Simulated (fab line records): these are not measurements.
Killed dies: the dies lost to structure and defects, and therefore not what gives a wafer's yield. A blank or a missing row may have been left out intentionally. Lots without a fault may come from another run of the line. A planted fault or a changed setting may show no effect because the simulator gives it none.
The tool behind it: which one? | flow nandHarc | 36 wafers from 12 lots sampled at 6 of the route's 1302 steps

== WHAT THE GAUGES SHOWED, per wafer ==
NHARC_P_BONDPAD_OVL_MEAS_38. Usual: overlayXNm -1 nm, standard deviation 6.1; overlayYNm 1 nm, standard deviation 6.3.
lot  | measured     | on         | overlayXNm (nm) | overlayYNm (nm) | flag
L235 | day 6 17:46  | overlay-01 | 12 12 12        | 9 9 10          | 
L236 | day 7 06:01  | overlay-01 | 7 7 7           | -3 -3 -3        | 
L237 | day 7 18:34  | overlay-02 | -3 -3 -3        | 10 10 9         | 
L238 | day 8 04:31  | overlay-01 | 5 5 6           | 5 5 5           | 
L239 | day 8 15:27  | overlay-01 | 6 6 6           | 6 6 6           | 
L246 | day 11 12:22 | overlay-02 | 73 74 74        | -6 -6 -6        | OFF
L248 | day 12 18:02 | overlay-01 | 72 73 74        | 9 9 8           | OFF
L252 | day 13 21:31 | overlay-02 | -8 -8 -8        | -10 -10 -9      | 
L253 | day 14 10:43 | overlay-02 | 6 6 6           | -2 -2 -3        | 
L254 | day 14 23:36 | overlay-01 | -4 -4 -4        | 5 5 6           | 
L255 | day 15 06:40 | overlay-01 | -2 -1 -2        | 7 6 7           | 
L257 | day 16 11:52 | overlay-01 | -3 -3 -3        | -8 -7 -7        | 

NHARC_END_SORT_01. Usual: value, then standard deviation, for each; defectLimitedYield 90.9 % / 2.7; killedAtArray 57 / 19; killedAtOther 0.9 / 1.1; killedAtPeriphery 4.0 / 2.6; killedDies 62 / 19; killedOpen 3.3 / 1.8; killedShort 2.4 / 1.7.
lot  | measured     | on        | defectLimitedYield (%) | killedAtArray | killedAtOther | killedAtPeriphery | killedDies | killedOpen | killedShort | flag
L239 | day 25 23:10 | prober-02 | 86.9 87.0 87.0         | 85 86 86      | 0 0 0         | 4 2 2             | 89 88 88   | 3 1 5      | 2 4 2       | 
L246 | day 29 16:26 | prober-02 | 91.1                   | 53            | 1             | 6                 | 60         | 2          | 0           | 

== WHICH TOOL RAN EACH LOT (tool, then ch and the chambers of the sampled wafers, then the start) ==
lot  | NHARC_P_M2_PVD_20                      | NHARC_P_BONDPAD_EXPOSE_06        | NHARC_P_BONDPAD_STRIP_15          | NHARC_P_BONDPAD_DEGAS_25
L235 | pvdSputter-02, day 6 17:32 or earlier  | krfScanner-02 ch 0, day 6 17:32  | rieDiel-12 ch 1,2,3, day 6 18:18  | pvdSputter-01, day 6 18:51
L236 | pvdSputter-03, day 7 05:47 or earlier  | krfScanner-03 ch 0, day 7 05:47  | rieDiel-12 ch 0,1,2, day 7 06:33  | pvdSputter-01, day 7 07:05
L237 | pvdSputter-03, day 7 18:20 or earlier  | krfScanner-02 ch 0, day 7 18:20  | rieDiel-12 ch 0,1,2, day 7 19:05  | pvdSputter-01, day 7 19:38
L238 | pvdSputter-02, day 8 04:17 or earlier  | krfScanner-01 ch 0, day 8 04:17  | rieDiel-12 ch 0,1,3, day 8 05:04  | pvdSputter-02, day 8 05:38
L239 | pvdSputter-02, day 8 15:13 or earlier  | krfScanner-02 ch 0, day 8 15:13  | rieDiel-06 ch 0,2,3, day 8 15:59  | pvdSputter-01, day 8 16:31
L246 | pvdSputter-01, day 11 12:07 or earlier | krfScanner-02 ch 0, day 11 12:07 | rieDiel-09 ch 0,2,3, day 11 12:54 | pvdSputter-01, day 11 13:25
L248 | pvdSputter-02, day 12 17:47 or earlier | krfScanner-02 ch 0, day 12 17:47 | rieDiel-09 ch 0,1, day 12 18:35   | pvdSputter-01, day 12 19:09
L252 | pvdSputter-03, day 13 21:17 or earlier | krfScanner-01 ch 0, day 13 21:17 | rieDiel-09 ch 1,2, day 13 22:03   | pvdSputter-01, day 13 22:35
L253 | pvdSputter-01, day 14 10:29 or earlier | krfScanner-01 ch 0, day 14 10:29 | rieDiel-06 ch 0,1,3, day 14 11:13 | pvdSputter-01, day 14 11:49
L254 | pvdSputter-01, day 14 23:22 or earlier | krfScanner-03 ch 0, day 14 23:22 | rieDiel-12 ch 0,1,3, day 15 00:07 | pvdSputter-02, day 15 00:40
L255 | pvdSputter-02, day 15 06:26 or earlier | krfScanner-03 ch 0, day 15 06:26 | rieDiel-09 ch 0,1,3, day 15 07:11 | pvdSputter-03, day 15 07:44
L257 | pvdSputter-01, day 16 11:38 or earlier | krfScanner-01 ch 0, day 16 11:38 | rieDiel-12 ch 2,3, day 16 12:22   | pvdSputter-01, day 16 12:55
- NHARC_P_M2_PVD_20: deposits TaN, target thk 5 nm, time 8.06 s.
- NHARC_P_BONDPAD_EXPOSE_06: exposes mask P BPAD.
- NHARC_P_BONDPAD_STRIP_15: strips in O2.
- NHARC_P_BONDPAD_DEGAS_25: time 60 s.

== AS READ BY THE TOOLS THEMSELVES (means over the sampled wafers that have a number; for cases with no such wafer, the mark the record gives instead) ==
NHARC_P_M2_PVD_20. Usual: biasV 168.6 V, standard deviation 1.6; throttleValvePct 30.5 %, standard deviation 0.84.
lot  | tool          | biasV (V) | throttleValvePct (%) | flag
L235 | pvdSputter-02 | 169.3     | 31.3                 | 
L236 | pvdSputter-03 | 169.0     | 30.3                 | 
L237 | pvdSputter-03 | 169.3     | 30.2                 | 
L238 | pvdSputter-02 | 167.7     | 30.1                 | 
L239 | pvdSputter-02 | 169.6     | 30.2                 | 
L246 | pvdSputter-01 | 169.0     | 31.1                 | 
L248 | pvdSputter-02 | 169.3     | 30.0                 | 
L252 | pvdSputter-03 | 167.1     | 30.9                 | 
L253 | pvdSputter-01 | 168.7     | 31.4                 | 
L254 | pvdSputter-01 | 166.6     | 30.9                 | 
L255 | pvdSputter-02 | 167.5     | 31.3                 | 
L257 | pvdSputter-01 | 168.7     | 31.0                 | 

NHARC_P_BONDPAD_STRIP_15. Usual: drypumpMotorCurrentA 5.7 A, standard deviation 0.52; oesProductAu 1.004 a.u., standard deviation 0.011; rfVppV 57.8 V, standard deviation 0.8; showerheadPlenumPTorr 3.53 Torr, standard deviation 0.12; throttleValvePct 17.037 %, standard deviation 0.0099.
lot  | tool       | drypumpMotorCurrentA (A) | oesProductAu (a.u.) | rfVppV (V) | showerheadPlenumPTorr (Torr) | throttleValvePct (%) | flag
L235 | rieDiel-12 | 5.8                      | 1.011               | 57.2       | 3.49                         | 17.041               | 
L236 | rieDiel-12 | 5.6                      | 1.003               | 58.0       | 3.57                         | 17.034               | 
L237 | rieDiel-12 | 5.6                      | 1.008               | 57.3       | 3.57                         | 17.041               | 
L238 | rieDiel-12 | 5.6                      | 1.002               | 57.8       | 3.54                         | 17.035               | 
L239 | rieDiel-06 | 5.5                      | 0.997               | 57.7       | 3.58                         | 17.033               | 
L246 | rieDiel-09 | 6.2                      | 0.998               | 57.4       | 3.50                         | 17.039               | 
L248 | rieDiel-09 | 6.0                      | 1.001               | 57.3       | 3.45                         | 17.040               | 
L252 | rieDiel-09 | 5.2                      | 0.999               | 57.8       | 3.69                         | 17.038               | 
L253 | rieDiel-06 | 5.4                      | 0.997               | 57.4       | 3.53                         | 17.033               | 
L254 | rieDiel-12 | 5.6                      | 1.011               | 57.9       | 3.54                         | 17.048               | 
L255 | rieDiel-09 | 5.9                      | 1.007               | 57.9       | 3.48                         | 17.030               | 
L257 | rieDiel-12 | 6.2                      | 1.006               | 57.7       | 3.42                         | 17.029               | 

NHARC_P_BONDPAD_DEGAS_25. Usual: heaterPowerW reads 443 W (standard deviation 59).
lot  | tool          | heaterPowerW (W) | flag
L235 | pvdSputter-01 | 420              | 
L236 | pvdSputter-01 | 400              | 
L237 | pvdSputter-01 | 519              | 
L238 | pvdSputter-02 | 386              | 
L239 | pvdSputter-01 | 461              | 
L246 | pvdSputter-01 | 479              | 
L248 | pvdSputter-01 | 477              | 
L252 | pvdSputter-01 | 472              | 
L253 | pvdSputter-01 | 446              | 
L254 | pvdSputter-02 | 379              | 
L255 | pvdSputter-03 | 470              | 
L257 | pvdSputter-01 | 395              | 

== THE ANSWER, worked out from the rows above alone ==
Rule: lot off if the mean of its wafers having a number is beyond 3 standard deviations from the usual mean. A lot without any number at a reading at which 4 lots or more have one is off too. Where the step has rows for the other lots, those lots are counted as sound. First the gauges in route order, then the tools' own readings, where a lot's mean is used as printed above. The first step at which some lot is off is used, and at that step the reading that is off furthest; a lot without a number counts as furthest.
Off, at NHARC_P_BONDPAD_OVL_MEAS_38 on overlayXNm: L246, L248.
If a tool, at a process step before that reading, ran all the lots that are off and no sound lot after the first of them, it fits. The gauges at NHARC_P_BONDPAD_OVL_MEAS_38 are tried like those tools. NHARC_P_M2_PVD_20 gives no start for some lots, so the hours and the order of its lots are those of NHARC_P_BONDPAD_EXPOSE_06. One fits: krfScanner-02 at NHARC_P_BONDPAD_EXPOSE_06. Its last sound lot is L239 (day 8 15:13), its first lot that is off L246 (day 11 12:07): a fault that began between those two fits.

== WHAT HAD BEEN PUT IN BY THE SIMULATOR ==
Scanner matching overlay: krfScanner-02, from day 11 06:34 on, at NHARC_P_BONDPAD_EXPOSE_06. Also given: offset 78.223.
Lots struck among those shown: L246, L248. The rule above found the same.
